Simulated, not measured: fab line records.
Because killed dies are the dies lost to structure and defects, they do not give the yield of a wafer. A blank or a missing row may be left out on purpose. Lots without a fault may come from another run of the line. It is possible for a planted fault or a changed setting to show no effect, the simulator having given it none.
Which tool did it? / flow nand-harc / 39 wafers from 13 lots sampled at 5 of the route's 1302 steps

== WHAT EACH GAUGE READ, for each wafer ==
NHARC_END_SORT_01.
lot=L911; measured=day 26 19:40; on=prober-01; killed-at-array=671 671 675; killed-at-other=0 1 0; killed-at-periphery=6 5 2; killed-dies=677 677 677; killed-open=4 5 3; killed-short=0 3 6
lot=L912; measured=day 27 01:59; on=prober-02; killed-at-array=672 670 672; killed-at-other=0 2 1; killed-at-periphery=5 5 4; killed-dies=677 677 677; killed-open=5 4 4; killed-short=1 4 0
lot=L913; measured=day 27 09:34; on=prober-01; killed-at-array=676 669 673; killed-at-other=1 6 1; killed-at-periphery=0 2 3; killed-dies=677 677 677; killed-open=3 2 4; killed-short=4 3 1

== WHICH TOOL RAN EACH LOT (tool, then ch and the chambers of the sampled wafers, then the start) ==
lot=L907; NHARC_A_CONTACT_ETCH_118=har-cap-etch-03 ch 0,1, day 22 08:49; NHARC_A_CONTACT_ETCH_121=har-cap-etch-03 ch 0,1, day 22 09:19; NHARC_A_CONTACT_ETCH_122=har-cap-etch-03 ch 0,1, day 22 09:30; NHARC_A_CONTACT_ETCH_123=har-cap-etch-03 ch 0,1, day 22 09:44
lot=L910; NHARC_A_CONTACT_ETCH_118=har-cap-etch-01 ch 0,1, day 23 16:11; NHARC_A_CONTACT_ETCH_121=har-cap-etch-01 ch 0,1, day 23 16:42; NHARC_A_CONTACT_ETCH_122=har-cap-etch-01 ch 0,1, day 23 16:52; NHARC_A_CONTACT_ETCH_123=har-cap-etch-01 ch 0,1, day 23 17:06
lot=L911; NHARC_A_CONTACT_ETCH_118=har-cap-etch-02 ch 0, day 23 19:04; NHARC_A_CONTACT_ETCH_121=har-cap-etch-02 ch 0, day 23 19:35; NHARC_A_CONTACT_ETCH_122=har-cap-etch-02 ch 0, day 23 19:46; NHARC_A_CONTACT_ETCH_123=har-cap-etch-02 ch 0, day 23 19:59
lot=L912; NHARC_A_CONTACT_ETCH_118=har-cap-etch-02 ch 0,1, day 24 04:45; NHARC_A_CONTACT_ETCH_121=har-cap-etch-02 ch 0,1, day 24 05:16; NHARC_A_CONTACT_ETCH_122=har-cap-etch-02 ch 0,1, day 24 05:26; NHARC_A_CONTACT_ETCH_123=har-cap-etch-02 ch 0,1, day 24 05:39
lot=L913; NHARC_A_CONTACT_ETCH_118=har-cap-etch-03 ch 0,1, day 24 06:14; NHARC_A_CONTACT_ETCH_121=har-cap-etch-03 ch 0,1, day 24 06:45; NHARC_A_CONTACT_ETCH_122=har-cap-etch-03 ch 0,1, day 24 06:55; NHARC_A_CONTACT_ETCH_123=har-cap-etch-03 ch 0,1, day 24 07:13
lot=L920; NHARC_A_CONTACT_ETCH_118=har-cap-etch-03 ch 0,1, day 27 15:32; NHARC_A_CONTACT_ETCH_121=har-cap-etch-03 ch 0,1, day 27 16:02; NHARC_A_CONTACT_ETCH_122=har-cap-etch-03 ch 0,1, day 27 16:12; NHARC_A_CONTACT_ETCH_123=har-cap-etch-03 ch 0,1, day 27 16:23
lot=L919; NHARC_A_CONTACT_ETCH_118=har-cap-etch-02 ch 0, day 27 21:47; NHARC_A_CONTACT_ETCH_121=har-cap-etch-02 ch 0, day 27 22:17; NHARC_A_CONTACT_ETCH_122=har-cap-etch-02 ch 0, day 27 22:28; NHARC_A_CONTACT_ETCH_123=har-cap-etch-02 ch 0, day 27 22:41
lot=L921; NHARC_A_CONTACT_ETCH_118=har-cap-etch-03 ch 0,1, day 28 03:40; NHARC_A_CONTACT_ETCH_121=har-cap-etch-03 ch 0,1, day 28 04:11; NHARC_A_CONTACT_ETCH_122=har-cap-etch-03 ch 0,1, day 28 04:21; NHARC_A_CONTACT_ETCH_123=har-cap-etch-03 ch 0,1, day 28 04:35
lot=L922; NHARC_A_CONTACT_ETCH_118=har-cap-etch-02 ch 0,1, day 28 07:49; NHARC_A_CONTACT_ETCH_121=har-cap-etch-02 ch 0,1, day 28 08:20; NHARC_A_CONTACT_ETCH_122=har-cap-etch-02 ch 0,1, day 28 08:30; NHARC_A_CONTACT_ETCH_123=har-cap-etch-02 ch 0,1, day 28 08:40
lot=L923; NHARC_A_CONTACT_ETCH_118=har-cap-etch-03 ch 0,1, day 28 13:09; NHARC_A_CONTACT_ETCH_121=har-cap-etch-03 ch 0,1, day 28 13:40; NHARC_A_CONTACT_ETCH_122=har-cap-etch-03 ch 0,1, day 28 13:50; NHARC_A_CONTACT_ETCH_123=har-cap-etch-03 ch 0,1, day 28 14:01
lot=L924; NHARC_A_CONTACT_ETCH_118=har-cap-etch-02 ch 0,1, day 29 11:40; NHARC_A_CONTACT_ETCH_121=har-cap-etch-02 ch 0,1, day 29 12:11; NHARC_A_CONTACT_ETCH_122=har-cap-etch-02 ch 0,1, day 29 12:21; NHARC_A_CONTACT_ETCH_123=har-cap-etch-02 ch 0,1, day 29 12:31
lot=L925; NHARC_A_CONTACT_ETCH_118=har-cap-etch-03 ch 0, day 29 12:26; NHARC_A_CONTACT_ETCH_121=har-cap-etch-03 ch 0, day 29 12:57; NHARC_A_CONTACT_ETCH_122=har-cap-etch-03 ch 0, day 29 13:07; NHARC_A_CONTACT_ETCH_123=har-cap-etch-03 ch 0, day 29 13:21
lot=L926; NHARC_A_CONTACT_ETCH_118=har-cap-etch-02 ch 0,1, day 30 08:34; NHARC_A_CONTACT_ETCH_121=har-cap-etch-02 ch 0,1, day 30 09:04; NHARC_A_CONTACT_ETCH_122=har-cap-etch-02 ch 0,1, day 30 09:14; NHARC_A_CONTACT_ETCH_123=har-cap-etch-02 ch 0,1, day 30 09:28
- NHARC_A_CONTACT_ETCH_118: etches the open film in C4F8/O2/Ar, time 190 s, target depth 1850 nm.
- NHARC_A_CONTACT_ETCH_121: etches the open film in C4F8/O2/Ar, time 190 s, target depth 1850 nm.
- NHARC_A_CONTACT_ETCH_122: etches the open film in C4F8/O2/Ar, time 190 s, target depth 1850 nm.
- NHARC_A_CONTACT_ETCH_123: etches the open film in C4F8/O2/Ar, time 490 s, target depth 2110 nm.

== WHAT THE TOOLS THEMSELVES READ (means of the sampled wafers that have a number; where no wafer has one, the mark that the record gives instead) ==
NHARC_A_CONTACT_ETCH_118.
lot=L907; tool=har-cap-etch-03; chamber-pressure-mTorr (mTorr)=19.995; oes-air-line-au (a.u.)=1.003
lot=L910; tool=har-cap-etch-01; chamber-pressure-mTorr (mTorr)=19.974; oes-air-line-au (a.u.)=0.988
lot=L911; tool=har-cap-etch-02; chamber-pressure-mTorr (mTorr)=20.011; oes-air-line-au (a.u.)=0.983
lot=L912; tool=har-cap-etch-02; chamber-pressure-mTorr (mTorr)=20.009; oes-air-line-au (a.u.)=1.004
lot=L913; tool=har-cap-etch-03; chamber-pressure-mTorr (mTorr)=19.980; oes-air-line-au (a.u.)=1.001
lot=L920; tool=har-cap-etch-03; chamber-pressure-mTorr (mTorr)=20.014; oes-air-line-au (a.u.)=0.993
lot=L919; tool=har-cap-etch-02; chamber-pressure-mTorr (mTorr)=19.992; oes-air-line-au (a.u.)=0.984
lot=L921; tool=har-cap-etch-03; chamber-pressure-mTorr (mTorr)=20.007; oes-air-line-au (a.u.)=0.996
lot=L922; tool=har-cap-etch-02; chamber-pressure-mTorr (mTorr)=19.991; oes-air-line-au (a.u.)=1.017
lot=L923; tool=har-cap-etch-03; chamber-pressure-mTorr (mTorr)=20.010; oes-air-line-au (a.u.)=1.013
lot=L924; tool=har-cap-etch-02; chamber-pressure-mTorr (mTorr)=20.006; oes-air-line-au (a.u.)=0.976
lot=L925; tool=har-cap-etch-03; chamber-pressure-mTorr (mTorr)=19.985; oes-air-line-au (a.u.)=1.008
lot=L926; tool=har-cap-etch-02; chamber-pressure-mTorr (mTorr)=20.006; oes-air-line-au (a.u.)=1.010

NHARC_A_CONTACT_ETCH_121.
lot=L907; tool=har-cap-etch-03; chamber-pressure-mTorr (mTorr)=19.979; oes-air-line-au (a.u.)=1.009
lot=L910; tool=har-cap-etch-01; chamber-pressure-mTorr (mTorr)=20.000; oes-air-line-au (a.u.)=0.991
lot=L911; tool=har-cap-etch-02; chamber-pressure-mTorr (mTorr)=-; oes-air-line-au (a.u.)=-
lot=L912; tool=har-cap-etch-02; chamber-pressure-mTorr (mTorr)=-; oes-air-line-au (a.u.)=-
lot=L913; tool=har-cap-etch-03; chamber-pressure-mTorr (mTorr)=-; oes-air-line-au (a.u.)=-
lot=L920; tool=har-cap-etch-03; chamber-pressure-mTorr (mTorr)=20.000; oes-air-line-au (a.u.)=0.983
lot=L919; tool=har-cap-etch-02; chamber-pressure-mTorr (mTorr)=20.003; oes-air-line-au (a.u.)=1.011
lot=L921; tool=har-cap-etch-03; chamber-pressure-mTorr (mTorr)=19.989; oes-air-line-au (a.u.)=0.979
lot=L922; tool=har-cap-etch-02; chamber-pressure-mTorr (mTorr)=19.983; oes-air-line-au (a.u.)=0.998
lot=L923; tool=har-cap-etch-03; chamber-pressure-mTorr (mTorr)=19.993; oes-air-line-au (a.u.)=1.006
lot=L924; tool=har-cap-etch-02; chamber-pressure-mTorr (mTorr)=20.001; oes-air-line-au (a.u.)=0.993
lot=L925; tool=har-cap-etch-03; chamber-pressure-mTorr (mTorr)=20.003; oes-air-line-au (a.u.)=0.989
lot=L926; tool=har-cap-etch-02; chamber-pressure-mTorr (mTorr)=19.990; oes-air-line-au (a.u.)=0.984

NHARC_A_CONTACT_ETCH_122.
lot=L907; tool=har-cap-etch-03; chamber-pressure-mTorr (mTorr)=20.013; oes-air-line-au (a.u.)=1.008
lot=L910; tool=har-cap-etch-01; chamber-pressure-mTorr (mTorr)=20.024; oes-air-line-au (a.u.)=0.982
lot=L911; tool=har-cap-etch-02; chamber-pressure-mTorr (mTorr)=19.996; oes-air-line-au (a.u.)=1.009
lot=L912; tool=har-cap-etch-02; chamber-pressure-mTorr (mTorr)=20.005; oes-air-line-au (a.u.)=1.000
lot=L913; tool=har-cap-etch-03; chamber-pressure-mTorr (mTorr)=19.984; oes-air-line-au (a.u.)=1.003
lot=L920; tool=har-cap-etch-03; chamber-pressure-mTorr (mTorr)=20.011; oes-air-line-au (a.u.)=1.028
lot=L919; tool=har-cap-etch-02; chamber-pressure-mTorr (mTorr)=19.990; oes-air-line-au (a.u.)=1.001
lot=L921; tool=har-cap-etch-03; chamber-pressure-mTorr (mTorr)=19.994; oes-air-line-au (a.u.)=1.021
lot=L922; tool=har-cap-etch-02; chamber-pressure-mTorr (mTorr)=20.002; oes-air-line-au (a.u.)=0.989
lot=L923; tool=har-cap-etch-03; chamber-pressure-mTorr (mTorr)=20.014; oes-air-line-au (a.u.)=1.006
lot=L924; tool=har-cap-etch-02; chamber-pressure-mTorr (mTorr)=20.015; oes-air-line-au (a.u.)=1.016
lot=L925; tool=har-cap-etch-03; chamber-pressure-mTorr (mTorr)=20.001; oes-air-line-au (a.u.)=1.000
lot=L926; tool=har-cap-etch-02; chamber-pressure-mTorr (mTorr)=20.006; oes-air-line-au (a.u.)=0.999

NHARC_A_CONTACT_ETCH_123.
lot=L907; tool=har-cap-etch-03; chamber-pressure-mTorr (mTorr)=20.008; oes-air-line-au (a.u.)=1.001
lot=L910; tool=har-cap-etch-01; chamber-pressure-mTorr (mTorr)=20.011; oes-air-line-au (a.u.)=1.003
lot=L911; tool=har-cap-etch-02; chamber-pressure-mTorr (mTorr)=20.000; oes-air-line-au (a.u.)=1.005
lot=L912; tool=har-cap-etch-02; chamber-pressure-mTorr (mTorr)=20.006; oes-air-line-au (a.u.)=0.992
lot=L913; tool=har-cap-etch-03; chamber-pressure-mTorr (mTorr)=20.000; oes-air-line-au (a.u.)=1.001
lot=L920; tool=har-cap-etch-03; chamber-pressure-mTorr (mTorr)=19.987; oes-air-line-au (a.u.)=0.991
lot=L919; tool=har-cap-etch-02; chamber-pressure-mTorr (mTorr)=19.975; oes-air-line-au (a.u.)=0.986
lot=L921; tool=har-cap-etch-03; chamber-pressure-mTorr (mTorr)=20.001; oes-air-line-au (a.u.)=0.971
lot=L922; tool=har-cap-etch-02; chamber-pressure-mTorr (mTorr)=19.993; oes-air-line-au (a.u.)=0.988
lot=L923; tool=har-cap-etch-03; chamber-pressure-mTorr (mTorr)=20.016; oes-air-line-au (a.u.)=0.972
lot=L924; tool=har-cap-etch-02; chamber-pressure-mTorr (mTorr)=19.974; oes-air-line-au (a.u.)=0.975
lot=L925; tool=har-cap-etch-03; chamber-pressure-mTorr (mTorr)=19.999; oes-air-line-au (a.u.)=1.007
lot=L926; tool=har-cap-etch-02; chamber-pressure-mTorr (mTorr)=20.011; oes-air-line-au (a.u.)=1.020

== THE ANSWER, worked out from the rows above alone ==
Rule: usual is defined by the lots themselves. The widest of any qualifying gaps counts: lots, ordered by their means at a reading, are off when they make up no more than a third of the lots, leave a main group of 4 or more, and stand apart from it by 3 or more times the standard deviation of that group's means. Not used: any main group whose means are identical at the precision the tables above print for the reading. Also off: a lot with no number at a reading for which 4 or more lots have one. Where the step has rows for the other lots, those lots are counted as sound. The gauges are gone through in route order, then the tools' own readings, and for those a lot's mean is taken as printed above. The first step at which some lot is off is used, and at that step the reading that is off furthest; a lot without a number counts as furthest.
Off at NHARC_A_CONTACT_ETCH_121 (chamber-pressure-mTorr): L911, L912, L913. Without a number there: L911, L912, L913. The main group: mean 19.994 mTorr, standard deviation 0.0082.
A tool fits if, at that step or a process step before it, it ran every lot that is off, and no sound lot after the first of them. Of those tried, none fits.

== WHAT HAD BEEN PUT IN BY THE SIMULATOR ==
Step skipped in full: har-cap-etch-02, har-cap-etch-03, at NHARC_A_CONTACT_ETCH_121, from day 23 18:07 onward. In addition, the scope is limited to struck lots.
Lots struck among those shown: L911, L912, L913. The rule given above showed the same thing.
